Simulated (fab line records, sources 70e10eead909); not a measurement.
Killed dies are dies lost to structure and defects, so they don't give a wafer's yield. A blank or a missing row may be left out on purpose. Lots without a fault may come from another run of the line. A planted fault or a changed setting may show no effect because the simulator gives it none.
fab line records | flow nand_harc
record lots=15 wafers=43 last_day=24
route steps=1159 shown A_CONTACT@842 THIN_TSV@1125 END@1159
lots that met no fault: from a run of the same line without faults
start_h: hours from the record's first day to the start of the lot's first wafer shown | wait_h: hours since the lot's step before | " the same as in the row above | L1.1+2: a row that stands for several wafers | - no value, or no start given | * or withheld: withheld | < > ~ a bound
route shown NAME@n: a module of which the file shows steps, and the number in the route of the first | usual: mean/standard deviation of fault-free wafers | same: alike in all rows | chamber/n: place in a boat | sites: the reading at each site | _std_site: their standard deviation | _edge_site: outer sites' mean less inner sites' | radius_mm: how far each site lies from the wafer's centre | mask NAME#n: copy n | behind: the tool/chamber that last shaped the wafer | hold: why the lot was held/for how many hours/how that ended | device: the transistor (n, p or np) that didn't switch | end of line: the same wafers' tests at the end of the route | a step without rows: its recipe alone | killed: dies lost to structure and defects at the first sort, not the wafer's yield | map: a wafer's dies, x killed, . not, _ none there
set.NAME: the setting as run; set.NAME@STEP: as run at that earlier step | model.NAME: the simulator's own value behind a step, which no gauge read
steps of the route over a sample of lots; a table a step, a row a wafer
services: from which hour (start_h, from the record's first day; less than 0 if before it) a tool's chamber was out of use, for how many hours, and why
## steps
# step NHARC_A_CONTACT_DEP_28
# recipe target_thk_a=36000 temp_c=400 material=aC
# usual throttle_valve_pct=34.999/0.0094
# columns lot.wafer tool chamber start_h wait_h throttle_valve_pct
L717.1 acl_dep-01 0 359.55 0.7 35.004
L717.2 " 0 " " 34.987
L717.5 " 0 361.01 2.1 34.995
L718.2 acl_dep-01 0 370.12 0.6 34.982
L718.3 " 0 " " 35.004
L718.5 " 0 " " 34.993
L720.3 acl_dep-02 0 371.74 1.5 35.009
L720.4 " 0 " " 35.013
L720.6 " 0 " " 35.017
L721.2 acl_dep-01 0 386.22 0.4 34.990
L721.3 " 0 " " 35.006
L721.5 " 0 " " 34.992
L724.1 acl_dep-01 0 405.77 0.5 35.006
L724.2 " 0 " " 34.998
L725.1 acl_dep-01 0 418.92 3.7 34.990
L725.5 " 0 420.38 5.2 35.008
L730.2 acl_dep-03 0 434.92 0.4 34.990
L730.4 " 0 " " 35.008
L730.5 " 0 " " 34.989
L729.1 acl_dep-02 0 441.07 0.3 35.008
L729.4 " 0 442.17 1.4 35.007
L729.6 " 0 " " 35.001
L731.2 acl_dep-02 0 457.30 1.2 35.007
L731.3 " 0 " " 34.998
L731.6 " 0 458.76 2.7 35.001
L736.1 acl_dep-02 0 459.13 1.8 34.992
L736.2 " 0 " " 34.993
L736.6 " 0 460.96 3.6 35.005
L734.1 acl_dep-03 0 464.70 2.4 35.020
L734.4 " 0 465.80 3.5 34.996
L734.6 " 0 " " 34.991
L737.1 acl_dep-03 0 488.10 2.1 35.016
L737.4 " 0 489.20 3.2 35.013
L737.6 " 0 " " 35.000
L739.2 acl_dep-02 0 489.25 3.2 35.000
L739.4 " 0 " " 35.007
L739.5 " 0 " " 34.995
L740.2 acl_dep-03 0 492.66 0.4 34.998
L740.4 " 0 " " 34.989
L740.6 " 0 " " 35.005
L738.1 acl_dep-02 0 502.85 0.1 34.999
L738.3 " 0 " " 35.001
L738.6 " 0 504.67 1.9 34.986
# step NHARC_THIN_TSV_ETCHBACK_48
# recipe target_depth_a=10285 over_etch_frac=0.3 time_s=405.17 ion_energy_ev=250 c4f8_flow_sccm=withheld ar_flow_sccm=withheld rf_w=600 bias_w=300 chemistry=C4F8/Ar
# usual oes_product_au=0.95/0.034 rf_vpp_V=547.0/2.5
# columns lot.wafer tool chamber start_h wait_h oes_product_au rf_hours_counter_h rf_vpp_V
L717.2 rie_diel-08 2 433.47 - 0.93 14 544.7
L717.1 " 3 " " 0.94 14 549.2
L717.5 " 2 " " 0.93 - 544.5
L720.4 rie_diel-07 2 445.13 - 0.95 2 551.5
L720.3 " 1 " " 0.91 2 546.3
L720.6 " 3 " " 0.90 - 547.8
L718.3 rie_diel-08 2 446.90 - 0.93 15 544.0
L718.2 " 3 " " 0.94 16 550.5
L718.5 " 1 " " 0.94 - 546.2
L721.3 rie_diel-07 3 447.93 - 0.91 3 546.3
L721.2 " 1 " " 0.91 3 545.3
L724.2 rie_diel-06 2 473.83 - 0.94 4 549.7
L729.1 rie_diel-06 1 494.95 - 0.92 5 548.5
L729.4 " 2 " " 0.94 5 547.1
L729.6 " 0 " " 0.93 - 544.0
L730.2 rie_diel-08 3 496.10 - 1.02 1 549.8
L730.4 " 0 " " 0.99 1 547.8
L730.5 " 0 " " 0.98 - 548.2
L731.2 rie_diel-06 3 520.97 - 0.99 6 547.7
L731.3 " 2 " " 1.02 7 548.9
L731.6 " 2 " " 1.02 - 548.1
L736.2 rie_diel-06 2 527.80 - 1.01 7 548.3
L736.1 " 0 " " 0.99 7 543.3
L736.6 " 2 " " 1.01 - 550.6
L734.4 rie_diel-06 2 535.77 - 0.94 9 550.2
L734.1 " 1 " " 0.93 8 548.6
L734.6 " 3 " " 0.93 - 546.9
L737.1 rie_diel-07 2 545.17 - 0.96 11 549.4
L737.4 " 0 " " 0.94 10 541.4
L737.6 " 2 " " 0.96 - 548.4
L739.4 rie_diel-08 2 546.71 - 0.91 6 543.8
L739.2 " 3 " " 0.93 6 550.6
L739.5 " 1 " " 0.92 - 546.0
L740.2 rie_diel-08 0 548.18 - 0.91 7 549.0
L740.4 " 2 " " 0.90 - 544.7
L740.6 " 0 " " 0.91 - 548.9
L738.3 rie_diel-06 2 560.52 - 0.94 10 546.9
L738.1 " 3 " " 0.92 9 549.5
L738.6 " 3 " " 0.92 - 549.0
# step NHARC_THIN_TSV_CD_MEAS_33
# recipe target_cd_nm=5000 landing_energy_ev=500
# usual cd_nm=5000/3.7
# columns lot.wafer tool chamber start_h wait_h cd_nm
L717.1 cd_sem-02 0 437.29 - 5005
L717.2 " 0 " " 5004
L717.5 " 0 " " 5003
L720.3 cd_sem-02 0 448.90 - 5000
L720.4 " 0 " " 4999
L720.6 " 0 " " 5001
L718.2 cd_sem-02 0 450.50 - 4996
L718.3 " 0 " " 5001
L718.5 " 0 " " 4998
L721.2 cd_sem-02 0 451.80 - 4999
L721.3 " 0 " " 5002
L724.2 cd_sem-02 0 477.51 - 5002
L729.1 cd_sem-01 0 498.55 - 4994
L729.4 " 0 " " 4995
L729.6 " 0 " " 4997
L730.2 cd_sem-03 0 499.67 - 5003
L730.4 " 0 " " 5000
L730.5 " 0 " " 5002
L731.2 cd_sem-02 0 524.92 - 5001
L731.3 " 0 " " 5002
L731.6 " 0 " " 5002
L736.1 cd_sem-03 0 531.60 - 5000
L736.2 " 0 " " 5005
L736.6 " 0 " " 5001
L734.1 cd_sem-02 0 539.41 - 4998
L734.4 " 0 " " 5002
L734.6 " 0 " " 5000
L737.1 cd_sem-03 0 550.33 - 4994
L737.4 " 0 " " 4995
L737.6 " 0 " " 4997
L739.2 cd_sem-02 0 550.68 - 4998
L739.4 " 0 " " 4996
L739.5 " 0 " " 4996
L740.2 cd_sem-02 0 552.04 - 4998
L740.4 " 0 " " 4997
L740.6 " 0 " " 4993
L738.1 cd_sem-03 0 564.50 - 5002
L738.3 " 0 " " 5006
L738.6 " 0 " " 5000
# step NHARC_THIN_TSV_CD_MEAS_37
# usual cd_nm=5001/4.6
# columns lot.wafer tool chamber start_h wait_h cd_nm
L717.1 cd_sem-02 - 438.73 - 5000
L717.2 " - " " 5002
L717.5 " - " " 5001
L720.3 cd_sem-02 - 450.37 - 4998
L720.4 " - " " 5000
L720.6 " - " " 5004
L718.2 cd_sem-01 - 451.98 - 4998
L718.3 " - " " 4997
L718.5 " - " " 5002
L721.2 cd_sem-01 - 453.26 - 4998
L721.3 " - " " 5004
L724.2 cd_sem-02 - 479.03 - 5004
L729.1 cd_sem-02 - 499.99 - 4994
L729.4 " - " " 4995
L729.6 " - " " 5000
L730.2 cd_sem-03 - 501.11 - 5003
L730.4 " - " " 5000
L730.5 " - " " 4999
L731.2 cd_sem-03 - 526.48 - 5003
L731.3 " - " " 5002
L731.6 " - " " 5002
L736.1 cd_sem-02 - 533.05 - 4998
L736.2 " - " " 5003
L736.6 " - " " 5000
L734.1 cd_sem-03 - 541.09 - 4994
L734.4 " - " " 4998
L734.6 " - " " 4998
L737.1 cd_sem-03 - 551.80 - 4993
L737.4 " - " " 4991
L737.6 " - " " 4995
L739.2 cd_sem-02 - 552.11 - 4995
L739.4 " - " " 5002
L739.5 " - " " 4997
L740.2 cd_sem-03 - 553.50 - 4997
L740.4 " - " " 4998
L740.6 " - " " 4998
L738.1 cd_sem-03 - 565.96 - 5004
L738.3 " - " " 5004
L738.6 " - " " 5000
# step NHARC_END_SORT_01
# recipe temp_c=25
# usual killed_at_array=25/10 killed_at_other=0.6/0.91 killed_at_periphery=3.6/2.9 killed_dies=29/10 killed_open=3.3/2 killed_short=1.9/1.5
# same gross_dies=677
# columns lot.wafer tool chamber start_h wait_h killed_at_array killed_at_other killed_at_periphery killed_dies killed_open killed_short
L717.1 prober-02 0 444.57 2.5 14 0 4 18 5 2
L717.2 prober-02 0 445.38 2.8 13 0 2 15 1 2
L717.5 prober-02 0 447.81 3.7 23 0 2 25 4 0
L721.2 prober-02 0 461.07 2.8 43 0 4 47 7 1
L721.3 prober-02 0 461.86 3.1 30 1 8 39 2 3
L721.5 prober-02 0 463.45 3.7 673 0 4 677 13 6
L720.3 prober-01 0 461.30 3.1 8 1 2 11 2 2
L720.4 prober-01 0 462.10 3.4 10 2 3 15 3 3
L720.6 prober-01 0 463.71 4.0 11 0 1 12 4 1
L718.2 prober-01 0 468.34 2.8 20 1 6 27 4 2
L718.3 prober-01 0 469.14 3.1 34 0 3 37 5 4
L718.5 prober-01 0 470.76 3.7 29 1 2 32 6 2
L724.1 prober-02 0 483.88 2.5 673 1 3 677 1 1
L724.2 prober-02 0 484.69 2.8 7 1 0 8 3 0
L725.1 prober-02 0 491.65 2.5 675 1 1 677 1 2
L725.5 prober-02 0 494.84 3.7 675 0 2 677 3 2
L729.1 prober-02 0 507.23 2.5 30 1 3 34 2 3
L729.4 prober-02 0 509.61 3.4 28 1 2 31 4 3
L729.6 prober-02 0 511.19 4.0 27 1 2 30 6 2
L730.2 prober-02 0 515.77 2.8 19 0 3 22 4 3
L730.4 prober-02 0 517.35 3.4 24 1 1 26 5 0
L730.5 prober-02 0 518.14 3.7 27 0 3 30 3 1
L731.2 prober-02 0 533.20 2.8 55 0 3 58 7 0
L731.3 prober-02 0 533.99 3.1 49 0 0 49 2 1
L731.6 prober-02 0 536.37 4.0 50 0 0 50 2 1
L736.1 prober-01 0 540.33 2.5 10 0 2 12 0 1
L736.2 prober-01 0 541.12 2.8 15 0 2 17 1 0
L736.6 prober-01 0 544.29 4.0 18 1 5 24 7 1
L734.1 prober-01 0 548.32 2.5 36 2 2 40 2 1
L734.4 prober-01 0 550.73 3.4 33 0 3 36 2 3
L734.6 prober-01 0 552.34 4.0 37 2 2 41 2 0
L737.1 prober-01 0 559.32 2.5 28 0 2 30 4 3
L737.4 prober-01 0 561.73 3.4 33 0 8 41 3 1
L737.6 prober-01 0 563.35 4.0 24 1 3 28 1 2
L739.2 prober-02 0 560.07 2.8 30 1 0 31 4 0
L739.4 prober-02 0 561.65 3.4 46 2 4 52 4 4
L739.5 prober-02 0 562.44 3.7 36 0 1 37 0 0
L740.2 prober-02 0 567.81 2.8 30 3 0 33 1 2
L740.4 prober-02 0 569.41 3.4 33 0 5 38 6 2
L740.6 prober-02 0 571.02 4.0 34 1 1 36 4 0
L738.1 prober-01 0 573.20 2.5 14 0 8 22 4 0
L738.3 prober-01 0 574.81 3.1 13 0 4 17 5 2
L738.6 prober-01 0 577.22 4.0 14 0 8 22 4 3
# killed by level:class
L717.1 A_SLIT:chamber_film_flake=6 A_M0:geometric_particle:open=2 P_M1:chamber_film_flake=2 A_CHANNEL_HOLE_D1:chamber_film_flake=2 P_CONTACT:geometric_particle:open=1 P_M0:geometric_particle:short=1 A_CONTACT:geometric_particle:open=1 A_CONTACT:geometric_particle:short=1
L717.2 A_SLIT:chamber_film_flake=10 P_CONTACT:geometric_particle:short=1 P_M0:geometric_particle:open=1 A_CONTACT:geometric_particle:short=1 A_CHANNEL_HOLE_D1:chamber_film_flake=1 A_WL_FILL:chamber_film_flake=1
L717.5 A_SLIT:chamber_film_flake=12 A_CHANNEL_HOLE_D1:chamber_film_flake=3 A_CONTACT:chamber_film_flake=3 A_CHANNEL_FILL_D1:geometric_particle:open=1 A_WL_FILL:geometric_particle:open=1 A_BLC:geometric_particle:open=1 A_M0:geometric_particle:open=1 P_STI:chamber_film_flake=1
L721.2 A_CHANNEL_HOLE_D1:chamber_film_flake=17 A_SLIT:chamber_film_flake=14 A_CONTACT:chamber_film_flake=6 P_M1:geometric_particle:open=2 A_BLC:geometric_particle:open=2 P_M0:geometric_particle:open=1 A_ONON_D1:geometric_particle:short=1 A_CHANNEL_FILL_D1:geometric_particle:open=1
L720.3 A_CHANNEL_HOLE_D1:chamber_film_flake=2 P_M0:geometric_particle:open=1 A_CHANNEL_HOLE_D1:geometric_particle:short=1 A_CONTACT:geometric_particle:open=1 STARTING-WAFER:geometric_particle:short=1 P_M1:chamber_film_flake=1 A_ZERO_WELL:chamber_film_flake=1 A_SLIT:chamber_film_flake=1
L721.3 A_CHANNEL_HOLE_D1:chamber_film_flake=11 A_SLIT:chamber_film_flake=8 A_CONTACT:chamber_film_flake=7 P_M2:chamber_film_flake=4 P_GATE:geometric_particle:open=1 A_ONON_D1:geometric_particle:short=1 A_CHANNEL_HOLE_D1:geometric_particle:short=1 A_SGD_CUT:geometric_particle:short=1
L720.4 A_ZERO_WELL:chamber_film_flake=2 A_M0:chamber_film_flake=2 THIN_TSV:chamber_film_flake=2 P_CONTACT:geometric_particle:open=1 P_M1:geometric_particle:open=1 A_CHANNEL_FILL_D1:geometric_particle:short=1 A_SGD_CUT:geometric_particle:short=1 A_M0:geometric_particle:open=1
L721.5 A_CONTACT:area_dep=630 A_SLIT:chamber_film_flake=12 A_CHANNEL_HOLE_D1:chamber_film_flake=7 A_CONTACT:chamber_film_flake=7 A_CONTACT:geometric_particle:open=4 A_ONON_D1:geometric_particle:short=2 A_CHANNEL_FILL_D1:geometric_particle:open=2 A_BLC:geometric_particle:open=2
L720.6 A_STAIRCASE:chamber_film_flake=3 A_M0:chamber_film_flake=2 P_CONTACT:geometric_particle:open=1 A_ONON_D1:geometric_particle:open=1 A_CONTACT:geometric_particle:short=1 A_CONTACT:geometric_particle:open=1 A_M1:geometric_particle:open=1 A_ZERO_WELL:chamber_film_flake=1
L718.2 A_SLIT:chamber_film_flake=11 A_CONTACT:chamber_film_flake=5 P_M0:geometric_particle:open=2 P_GATE:geometric_particle:open=1 P_M1:geometric_particle:open=1 A_CHANNEL_FILL_D1:geometric_particle:short=1 P_ZERO_WELL:chamber_film_flake=1 P_GATE:chamber_film_flake=1
L718.3 A_SLIT:chamber_film_flake=9 A_CONTACT:chamber_film_flake=7 A_CHANNEL_HOLE_D1:chamber_film_flake=6 A_SGD_CUT:chamber_film_flake=4 P_M0:geometric_particle:open=2 A_CHANNEL_FILL_D1:geometric_particle:short=2 P_M0:geometric_particle:short=1 A_SGD_CUT:geometric_particle:open=1
L718.5 A_SLIT:chamber_film_flake=9 A_CONTACT:chamber_film_flake=6 A_CHANNEL_HOLE_D1:chamber_film_flake=4 A_SGD_CUT:chamber_film_flake=2 P_M0:geometric_particle:short=1 P_M0:geometric_particle:open=1 A_CHANNEL_HOLE_D1:geometric_particle:short=1 A_CHANNEL_HOLE_D1:geometric_particle:open=1
L724.1 A_CONTACT:area_dep=666 A_CHANNEL_HOLE_D1:chamber_film_flake=4 P_CONTACT:chamber_film_flake=2 A_ONON_D1:geometric_particle:short=1 A_M0:geometric_particle:open=1 P_BONDPAD:chamber_film_flake=1 A_STAIRCASE:chamber_film_flake=1 THIN_TSV:chamber_film_flake=1
L724.2 A_STAIRCASE:chamber_film_flake=3 A_ONON_D1:geometric_particle:open=1 A_BLC:geometric_particle:open=1 A_M0:geometric_particle:open=1 A_CHANNEL_HOLE_D1:chamber_film_flake=1 THIN_TSV:chamber_film_flake=1
L725.1 A_CONTACT:area_dep=657 A_SLIT:chamber_film_flake=10 A_CONTACT:chamber_film_flake=3 A_STAIRCASE:chamber_film_flake=2 A_ONON_D1:geometric_particle:short=1 A_BLC:geometric_particle:open=1 STARTING-WAFER:geometric_particle:short=1 P_STI:chamber_film_flake=1
L725.5 A_CONTACT:area_dep=651 A_SLIT:chamber_film_flake=12 A_CONTACT:chamber_film_flake=3 A_CHANNEL_HOLE_D1:chamber_film_flake=2 A_STAIRCASE:chamber_film_flake=2 A_ONON_D1:geometric_particle:open=1 A_CONTACT:geometric_particle:short=1 A_BLC:geometric_particle:open=1
L729.1 A_SLIT:chamber_film_flake=14 A_STAIRCASE:chamber_film_flake=6 A_CONTACT:chamber_film_flake=4 A_CHANNEL_HOLE_D1:geometric_particle:short=2 A_CHANNEL_HOLE_D1:chamber_film_flake=2 P_M0:geometric_particle:open=1 P_M0:geometric_particle:short=1 P_M1:geometric_particle:open=1
L729.4 A_SLIT:chamber_film_flake=12 A_CHANNEL_HOLE_D1:chamber_film_flake=3 A_STAIRCASE:chamber_film_flake=3 A_CONTACT:chamber_film_flake=2 P_CONTACT:geometric_particle:open=1 A_CHANNEL_FILL_D1:geometric_particle:short=1 A_SGD_CUT:geometric_particle:short=1 A_SLIT:geometric_particle:open=1
L729.6 A_SLIT:chamber_film_flake=12 A_CHANNEL_HOLE_D1:chamber_film_flake=3 A_STAIRCASE:chamber_film_flake=3 A_CONTACT:geometric_particle:open=2 P_GATE:chamber_film_flake=2 A_ONON_D1:geometric_particle:open=1 A_CHANNEL_HOLE_D1:geometric_particle:short=1 A_CHANNEL_FILL_D1:geometric_particle:open=1
L730.2 A_CHANNEL_HOLE_D1:chamber_film_flake=7 A_STAIRCASE:chamber_film_flake=5 A_CONTACT:geometric_particle:open=2 A_CHANNEL_HOLE_D1:geometric_particle:short=1 A_CHANNEL_FILL_D1:geometric_particle:short=1 A_STAIRCASE:geometric_particle:open=1 A_CONTACT:geometric_particle:short=1 A_M0:geometric_particle:open=1
L730.4 A_CHANNEL_HOLE_D1:chamber_film_flake=13 A_STAIRCASE:chamber_film_flake=3 A_WL_FILL:geometric_particle:open=2 A_ONON_D1:geometric_particle:open=1 A_CONTACT:geometric_particle:open=1 A_BLC:geometric_particle:open=1 P_ZERO_WELL:chamber_film_flake=1 A_CHANNEL_FILL_D1:chamber_film_flake=1
L730.5 A_CHANNEL_HOLE_D1:chamber_film_flake=19 P_ZERO_WELL:chamber_film_flake=2 A_ZERO_WELL:chamber_film_flake=2 A_STAIRCASE:chamber_film_flake=2 P_M1:geometric_particle:open=1 A_CHANNEL_FILL_D1:geometric_particle:open=1 A_WL_FILL:geometric_particle:short=1 A_M1:geometric_particle:open=1
L731.2 A_CHANNEL_HOLE_D1:chamber_film_flake=25 A_SLIT:chamber_film_flake=13 A_ZERO_WELL:chamber_film_flake=4 A_STAIRCASE:chamber_film_flake=4 A_WL_FILL:chamber_film_flake=3 P_STI:geometric_particle:open=1 P_GATE:geometric_particle:open=1 A_ONON_D1:geometric_particle:open=1
L731.3 A_CHANNEL_HOLE_D1:chamber_film_flake=16 A_SLIT:chamber_film_flake=13 A_CONTACT:chamber_film_flake=7 A_STAIRCASE:chamber_film_flake=5 A_ZERO_WELL:chamber_film_flake=2 A_WL_FILL:chamber_film_flake=2 A_CHANNEL_HOLE_D1:geometric_particle:short=1 A_CONTACT:geometric_particle:open=1
L731.6 A_CHANNEL_HOLE_D1:chamber_film_flake=23 A_SLIT:chamber_film_flake=15 A_STAIRCASE:chamber_film_flake=3 A_WL_FILL:chamber_film_flake=3 A_CONTACT:chamber_film_flake=3 A_CONTACT:geometric_particle:open=2 A_CHANNEL_FILL_D1:geometric_particle:short=1
L736.1 A_CHANNEL_HOLE_D1:chamber_film_flake=4 P_GATE:chamber_film_flake=2 A_STAIRCASE:chamber_film_flake=2 A_ONON_D1:geometric_particle:short=1 A_CONTACT:chamber_film_flake=1 A_BLC:chamber_film_flake=1 A_BONDPAD:chamber_film_flake=1
L736.2 A_STAIRCASE:chamber_film_flake=6 A_CHANNEL_HOLE_D1:chamber_film_flake=3 P_GATE:chamber_film_flake=2 A_CHANNEL_FILL_D1:chamber_film_flake=2 A_BLC:chamber_film_flake=2 A_CHANNEL_HOLE_D1:geometric_particle:open=1 A_CONTACT:chamber_film_flake=1
L736.6 A_CHANNEL_HOLE_D1:chamber_film_flake=7 P_CONTACT:geometric_particle:open=3 A_STAIRCASE:chamber_film_flake=3 A_BLC:chamber_film_flake=3 P_M0:geometric_particle:open=1 A_ONON_D1:geometric_particle:open=1 A_CHANNEL_FILL_D1:geometric_particle:open=1 A_CHANNEL_FILL_D1:geometric_particle:short=1
L734.1 A_SLIT:chamber_film_flake=17 A_STAIRCASE:chamber_film_flake=10 A_CONTACT:chamber_film_flake=5 THIN_TSV:chamber_film_flake=2 A_ONON_D1:geometric_particle:short=1 A_CHANNEL_HOLE_D1:chamber_film_flake=1 A_CHANNEL_FILL_D1:geometric_particle:open=1 A_CONTACT:geometric_particle:open=1
L734.4 A_SLIT:chamber_film_flake=13 A_CHANNEL_HOLE_D1:chamber_film_flake=6 A_CONTACT:chamber_film_flake=6 A_STAIRCASE:chamber_film_flake=4 P_M0:geometric_particle:open=1 P_M2:geometric_particle:short=1 A_ONON_D1:geometric_particle:open=1 A_CHANNEL_FILL_D1:geometric_particle:short=1
L734.6 A_SLIT:chamber_film_flake=16 A_CONTACT:chamber_film_flake=8 A_STAIRCASE:chamber_film_flake=5 A_CHANNEL_HOLE_D1:chamber_film_flake=3 P_ZERO_WELL:chamber_film_flake=2 A_BLC:chamber_film_flake=2 THIN_TSV:chamber_film_flake=2 A_WL_FILL:geometric_particle:open=1
L737.1 A_CHANNEL_HOLE_D1:chamber_film_flake=9 A_CONTACT:chamber_film_flake=7 A_WL_FILL:chamber_film_flake=3 P_M0:geometric_particle:short=1 A_ONON_D1:geometric_particle:short=1 A_CHANNEL_HOLE_D1:geometric_particle:open=1 A_CHANNEL_FILL_D1:geometric_particle:short=1 A_CHANNEL_FILL_D1:geometric_particle:open=1
L739.2 A_CHANNEL_HOLE_D1:chamber_film_flake=20 A_CONTACT:chamber_film_flake=3 A_BLC:chamber_film_flake=3 A_ONON_D1:geometric_particle:open=1 A_CONTACT:geometric_particle:open=1 A_BLC:geometric_particle:open=1 STARTING-WAFER:geometric_particle:open=1 A_STAIRCASE:chamber_film_flake=1
L739.4 A_CHANNEL_HOLE_D1:chamber_film_flake=36 A_CONTACT:chamber_film_flake=3 A_CHANNEL_FILL_D1:geometric_particle:short=2 A_CONTACT:geometric_particle:open=2 P_M0:geometric_particle:open=1 A_SOURCE_PLATE:geometric_particle:short=1 A_M0:geometric_particle:open=1 P_ZERO_WELL:chamber_film_flake=1
L737.4 A_CHANNEL_HOLE_D1:chamber_film_flake=12 A_CONTACT:chamber_film_flake=6 A_BLC:chamber_film_flake=5 P_STI:chamber_film_flake=4 A_STAIRCASE:chamber_film_flake=3 P_GATE:chamber_film_flake=2 A_SGD_CUT:chamber_film_flake=2 A_WL_FILL:chamber_film_flake=2
L739.5 A_CHANNEL_HOLE_D1:chamber_film_flake=23 A_BLC:chamber_film_flake=5 A_STAIRCASE:chamber_film_flake=4 P_M0:chamber_film_flake=1 A_CHANNEL_FILL_D1:chamber_film_flake=1 A_SLIT:chamber_film_flake=1 A_WL_FILL:chamber_film_flake=1 A_CONTACT:chamber_film_flake=1
L737.6 A_CONTACT:chamber_film_flake=8 A_CHANNEL_HOLE_D1:chamber_film_flake=5 A_STAIRCASE:chamber_film_flake=4 A_WL_FILL:chamber_film_flake=2 A_SOURCE_PLATE:geometric_particle:short=1 A_CHANNEL_FILL_D1:geometric_particle:open=1 A_WL_FILL:geometric_particle:short=1 P_STI:chamber_film_flake=1
L740.2 A_SLIT:chamber_film_flake=13 A_CHANNEL_HOLE_D1:chamber_film_flake=8 THIN_TSV:chamber_film_flake=3 A_WL_FILL:chamber_film_flake=2 A_CONTACT:chamber_film_flake=2 A_ONON_D1:geometric_particle:short=1 A_CHANNEL_HOLE_D1:geometric_particle:short=1 A_WL_FILL:geometric_particle:open=1
L740.4 A_SLIT:chamber_film_flake=15 A_CONTACT:chamber_film_flake=5 A_CHANNEL_HOLE_D1:chamber_film_flake=4 P_CONTACT:geometric_particle:open=2 A_CONTACT:geometric_particle:open=2 A_STAIRCASE:chamber_film_flake=2 A_WL_FILL:chamber_film_flake=2 P_CONTACT:geometric_particle:short=1
L740.6 A_SLIT:chamber_film_flake=19 A_CONTACT:chamber_film_flake=4 A_CONTACT:geometric_particle:open=2 A_ZERO_WELL:chamber_film_flake=2 A_CHANNEL_HOLE_D1:chamber_film_flake=2 A_STAIRCASE:chamber_film_flake=2 A_WL_FILL:chamber_film_flake=2 P_M0:geometric_particle:open=1
L738.1 A_CHANNEL_HOLE_D1:chamber_film_flake=8 P_GATE:chamber_film_flake=5 A_STAIRCASE:chamber_film_flake=2 A_WL_FILL:chamber_film_flake=2 P_CONTACT:geometric_particle:open=1 P_M0:geometric_particle:open=1 A_CHANNEL_FILL_D1:geometric_particle:open=1 A_SGD_CUT:geometric_particle:open=1
L738.3 A_CHANNEL_HOLE_D1:chamber_film_flake=5 A_CONTACT:chamber_film_flake=2 P_M0:geometric_particle:open=1 P_M2:geometric_particle:open=1 A_SOURCE_PLATE:geometric_particle:short=1 A_ONON_D1:geometric_particle:short=1 A_CONTACT:geometric_particle:open=1 A_BLC:geometric_particle:open=1
L738.6 A_CHANNEL_HOLE_D1:chamber_film_flake=5 A_CONTACT:chamber_film_flake=3 P_ZERO_WELL:chamber_film_flake=2 P_GATE:chamber_film_flake=2 A_STAIRCASE:chamber_film_flake=2 P_GATE:geometric_particle:short=1 P_CONTACT:geometric_particle:open=1 P_M0:geometric_particle:short=1
## services
# columns tool chamber start_h hours kind
acl_dep-01 - 336.49 2.4 repair
rie_diel-06 0 348.20 - clean
rie_diel-06 1 348.20 - clean
rie_diel-06 3 348.72 4.3 repair
acl_dep-02 - 349.56 13.0 pm
rie_diel-06 2 362.39 12.5 repair
rie_diel-07 - 388.62 3.5 repair
rie_diel-07 - 405.20 9.0 pm
acl_dep-03 - 406.05 13.0 pm
rie_diel-08 1 414.05 10.7 repair
rie_diel-06 - 418.20 9.0 pm
rie_diel-06 2 430.47 4.1 repair
rie_diel-06 3 442.27 10.6 repair
rie_diel-08 0 447.31 7.7 repair
rie_diel-07 - 465.82 0.5 repair
acl_dep-01 - 476.30 13.0 pm
rie_diel-08 - 478.80 9.0 pm
rie_diel-07 - 492.08 0.6 repair
rie_diel-08 1 516.01 2.6 repair
acl_dep-02 - 531.07 13.0 pm
rie_diel-08 3 547.34 1.5 repair
rie_diel-07 3 548.37 2.4 repair
rie_diel-06 1 549.66 2.9 repair
rie_diel-06 0 553.68 15.1 repair
## key
first_sign step=NHARC_END_SORT_01 reading=killed_dies direction=up sigmas=63 usual=29 struck=677
effect step=NHARC_END_SORT_01 reading=killed_at_array direction=up sigmas=62 usual=25 struck=674
more_kills_born_at NHARC_A_CONTACT_DEP_28@acl_dep-01=2604
met_at NHARC_A_CONTACT_DEP_28
struck_lots L721,L724,L725
struck_wafers L721.5,L724.1,L725.1,L725.5
later_rows_left_out L721.5,L724.1,L725.1,L725.5
tester_left_out L721,L724,L725
not_acting_at NHARC_THIN_TSV_ETCHBACK_48,NHARC_THIN_TSV_CD_MEAS_33,NHARC_THIN_TSV_CD_MEAS_37
onset_between 370.12 386.22
fault kind=process_parameter_drift tool=acl_dep-01 chamber=- onset_h=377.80 steps=NHARC_A_CONTACT_DEP_28 channel=target_thk_a offset=* shape=step end_h=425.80 scope=struck_wafers_only acts_in=* stated=*
# tester_left_out: of these lots the tester's yield and bins aren't shown, on N5 and GAA mostly nor the transistor test; their killed dies are dies lost to structure and defects alone, not to doping, threshold or leakage, so they don't give the yield
# later_rows_left_out: the simulator's readings of these wafers behind a module that went badly wrong aren't trusted and aren't shown, but for the sort
